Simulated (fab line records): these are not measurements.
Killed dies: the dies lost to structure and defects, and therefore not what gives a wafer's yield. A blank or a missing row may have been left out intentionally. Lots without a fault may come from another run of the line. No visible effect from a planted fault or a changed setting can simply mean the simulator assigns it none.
What tool caused it? :: flow n5Finfet :: 14 lots, 41 wafers sampled, at 3 steps of a route of 1938

WHAT THE GAUGES SHOWED, per wafer
N5_BEOL_M1_RS_MEAS_58: uses a four-point probe to measure. Usual: M1_RS gives 0.68 ohm/sq (standard deviation 0.036).
lot: L409
measured: day 7 00:37
on: filmMetro-01
M1_RS (ohm/sq): 0.71 0.68 0.66
flag: 

lot: L408
measured: day 7 01:00
on: filmMetro-02
M1_RS (ohm/sq): 0.70 0.66 0.62
flag: 

lot: L412
measured: day 8 01:55
on: filmMetro-01
M1_RS (ohm/sq): 0.68 0.68 0.69
flag: 

lot: L415
measured: day 8 16:26
on: filmMetro-02
M1_RS (ohm/sq): 0.76 0.74
flag: 

lot: L414
measured: day 8 19:52
on: filmMetro-01
M1_RS (ohm/sq): 0.71 0.65 0.68
flag: 

lot: L416
measured: day 8 20:13
on: filmMetro-02
M1_RS (ohm/sq): 0.69 0.70 0.74
flag: 

lot: L420
measured: day 10 16:32
on: filmMetro-02
M1_RS (ohm/sq): 0.68 0.66 0.73
flag: 

lot: L425
measured: day 11 07:17
on: filmMetro-01
M1_RS (ohm/sq): 0.66 0.65 0.61
flag: 

lot: L427
measured: day 11 18:19
on: filmMetro-01
M1_RS (ohm/sq): 0.74 0.77 0.65
flag: 

lot: L426
measured: day 11 18:55
on: filmMetro-01
M1_RS (ohm/sq): 0.62 0.64 0.65
flag: 

lot: L428
measured: day 12 06:55
on: filmMetro-01
M1_RS (ohm/sq): 0.69 0.64 0.63
flag: 

lot: L429
measured: day 12 12:29
on: filmMetro-01
M1_RS (ohm/sq): 0.70 0.68 0.64
flag: 

lot: L430
measured: day 12 15:16
on: filmMetro-01
M1_RS (ohm/sq): 0.67 0.61 0.62
flag: 

lot: L431
measured: day 12 18:36
on: filmMetro-01
M1_RS (ohm/sq): 0.69 0.68 0.65
flag: 

N5_BEOL_M1_INSPECT_59: inspects for defects (darkfield). Usual: 72 for rawDefectCount, sd 24.
lot: L409
measured: day 7 00:38
on: defectInspect-01
rawDefectCount: 63 84 54
flag: 

lot: L408
measured: day 7 01:02
on: defectInspect-01
rawDefectCount: 40 67 103
flag: 

lot: L412
measured: day 8 01:56
on: defectInspect-01
rawDefectCount: 71 47 49
flag: 

lot: L415
measured: day 8 16:27
on: defectInspect-01
rawDefectCount: 72 96
flag: 

lot: L414
measured: day 8 19:53
on: defectInspect-01
rawDefectCount: 45 57 54
flag: 

lot: L416
measured: day 8 20:14
on: defectInspect-01
rawDefectCount: 30 64 44
flag: 

lot: L420
measured: day 10 16:34
on: defectInspect-02
rawDefectCount: 97 123 100
flag: 

lot: L425
measured: day 11 07:18
on: defectInspect-01
rawDefectCount: 80 69 59
flag: 

lot: L427
measured: day 11 18:20
on: defectInspect-02
rawDefectCount: 60 62 67
flag: 

lot: L426
measured: day 11 18:56
on: defectInspect-01
rawDefectCount: 70 108 80
flag: 

lot: L428
measured: day 12 06:56
on: defectInspect-02
rawDefectCount: 43 80 59
flag: 

lot: L429
measured: day 12 12:30
on: defectInspect-01
rawDefectCount: 43 97 96
flag: 

lot: L430
measured: day 12 15:17
on: defectInspect-01
rawDefectCount: 77 154 116
flag: 

lot: L431
measured: day 12 18:38
on: defectInspect-01
rawDefectCount: 87 46 69
flag: 

N5_BEOL_M2_THK_MEAS_01. Usual: M2_ILD_THK gives 79.0 nm (standard deviation 0.95).
lot: L409
measured: day 7 00:44
on: filmMetro-01
M2_ILD_THK (nm): 77.8 79.4 79.8
flag: 

lot: L408
measured: day 7 01:09
on: filmMetro-02
M2_ILD_THK (nm): 78.3 78.7 78.9
flag: 

lot: L412
measured: day 8 02:02
on: filmMetro-01
M2_ILD_THK (nm): 78.5 79.4 79.3
flag: 

lot: L415
measured: day 8 16:34
on: filmMetro-02
M2_ILD_THK (nm): 78.2 78.6
flag: 

lot: L414
measured: day 8 19:59
on: filmMetro-01
M2_ILD_THK (nm): 78.8 79.8 80.1
flag: 

lot: L416
measured: day 8 20:20
on: filmMetro-02
M2_ILD_THK (nm): 79.4 80.1 80.1
flag: 

lot: L420
measured: day 10 16:40
on: filmMetro-01
M2_ILD_THK (nm): 79.8 79.4 80.3
flag: 

lot: L425
measured: day 11 07:25
on: filmMetro-01
M2_ILD_THK (nm): 79.8 78.4 79.3
flag: 

lot: L427
measured: day 11 18:26
on: filmMetro-01
M2_ILD_THK (nm): 78.5 79.7 80.0
flag: 

lot: L426
measured: day 11 19:02
on: filmMetro-01
M2_ILD_THK (nm): 77.6 79.7 78.3
flag: 

lot: L428
measured: day 12 07:04
on: filmMetro-01
M2_ILD_THK (nm): 78.4 80.4 79.6
flag: 

lot: L429
measured: day 12 12:37
on: filmMetro-02
M2_ILD_THK (nm): 77.3 78.2 78.1
flag: 

lot: L430
measured: day 12 15:25
on: filmMetro-01
M2_ILD_THK (nm): 77.8 79.3 78.9
flag: 

lot: L431
measured: day 12 18:44
on: filmMetro-02
M2_ILD_THK (nm): 79.2 79.3 78.3
flag: 

EACH LOT AND THE TOOL THAT RAN IT (in order: tool; ch and the chambers of the sampled wafers; start)
Before these readings, the record contains no process step.

AS READ BY THE TOOLS THEMSELVES (means over the sampled wafers that have a number; for cases with no such wafer, the mark the record gives instead)
The record holds no such reading with a usual standard deviation.

THE ANSWER, worked out from the rows above alone
Rule: a lot counts as off when the mean over its wafers that have a number is more than 3 standard deviations away from the usual mean. Also off: a lot with no number at a reading for which 4 or more lots have one. Where the step has rows for the other lots, those lots are counted as sound. First the gauges in route order, then the tools' own readings, where a lot's mean is used as printed above. At the first step where some lot is off, the reading lying furthest off is the one used; lots without a number count as furthest.
No lot is off on any of the readings shown, so nothing can be concluded from this.

WHAT THE SIMULATOR HAD PUT IN
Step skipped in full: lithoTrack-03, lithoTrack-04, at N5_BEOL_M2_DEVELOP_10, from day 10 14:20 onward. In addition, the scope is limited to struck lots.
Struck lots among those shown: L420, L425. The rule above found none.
